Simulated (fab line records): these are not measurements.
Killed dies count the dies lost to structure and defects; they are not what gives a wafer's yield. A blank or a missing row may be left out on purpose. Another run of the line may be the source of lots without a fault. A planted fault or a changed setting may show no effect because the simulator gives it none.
What tool caused it? || flow nandHarc || 21 wafers from 7 lots sampled at 2 of the route's 1302 steps

== WHAT EACH GAUGE READ, for each wafer ==
NHARC_A_BONDPAD_CD_MEAS_09 targets a cd of 500 nm.
{"lot": "L460", "measured": "day 23 08:59", "on": "cdSem-03", "cdNm (nm)": "495.0 500.6 498.9"}
{"lot": "L464", "measured": "day 25 03:08", "on": "cdSem-03", "cdNm (nm)": "503.1 502.4 501.8"}
{"lot": "L466", "measured": "day 26 01:56", "on": "cdSem-03", "cdNm (nm)": "500.7 501.9 497.8"}
{"lot": "L470", "measured": "day 27 07:20", "on": "cdSem-02", "cdNm (nm)": "502.2 498.6 496.0"}
{"lot": "L471", "measured": "day 28 11:16", "on": "cdSem-03", "cdNm (nm)": "501.1 501.2 498.5"}
{"lot": "L472", "measured": "day 29 02:55", "on": "cdSem-03", "cdNm (nm)": "499.8 501.6 499.7"}
{"lot": "L476", "measured": "day 30 07:47", "on": "cdSem-02", "cdNm (nm)": 500.9}

== EACH LOT AND THE TOOL THAT RAN IT (in order: tool; ch and the chambers of the sampled wafers; start) ==
{"lot": "L460", "NHARC_P_M0_DEP_00": "pecvd-04 ch 0,1,2, day 6 11:31"}
{"lot": "L464", "NHARC_P_M0_DEP_00": "pecvd-01 ch 0,2, day 8 01:22"}
{"lot": "L466", "NHARC_P_M0_DEP_00": "pecvd-03 ch 1,2, day 9 06:25"}
{"lot": "L470", "NHARC_P_M0_DEP_00": "pecvd-01 ch 0,2, day 10 15:04"}
{"lot": "L471", "NHARC_P_M0_DEP_00": "pecvd-01 ch 0,2, day 11 01:57"}
{"lot": "L472", "NHARC_P_M0_DEP_00": "pecvd-01 ch 0,2, day 12 00:02"}
{"lot": "L476", "NHARC_P_M0_DEP_00": "pecvd-01 ch 1,2, day 13 05:16"}
- NHARC_P_M0_DEP_00: deposits SiOC, target thk 150 nm.

== THE ANSWER, worked out from the rows above alone ==
Rule: usual is defined by the lots themselves. Put in order of their means at a reading, lots are off if they are a third of the lots or fewer, leave a main group of 4 or more, and stand apart from it by a gap of 3 or more times the standard deviation of the main group's means; of several such gaps the widest counts. Not used: any main group whose means are identical at the precision the tables above print for the reading. Also off: a lot with no number at a reading for which 4 or more lots have one. The other lots that the step has rows for count as sound.
Nothing can be told from this: no lot is off at any reading shown.

== WHAT THE SIMULATOR HAD PUT IN ==
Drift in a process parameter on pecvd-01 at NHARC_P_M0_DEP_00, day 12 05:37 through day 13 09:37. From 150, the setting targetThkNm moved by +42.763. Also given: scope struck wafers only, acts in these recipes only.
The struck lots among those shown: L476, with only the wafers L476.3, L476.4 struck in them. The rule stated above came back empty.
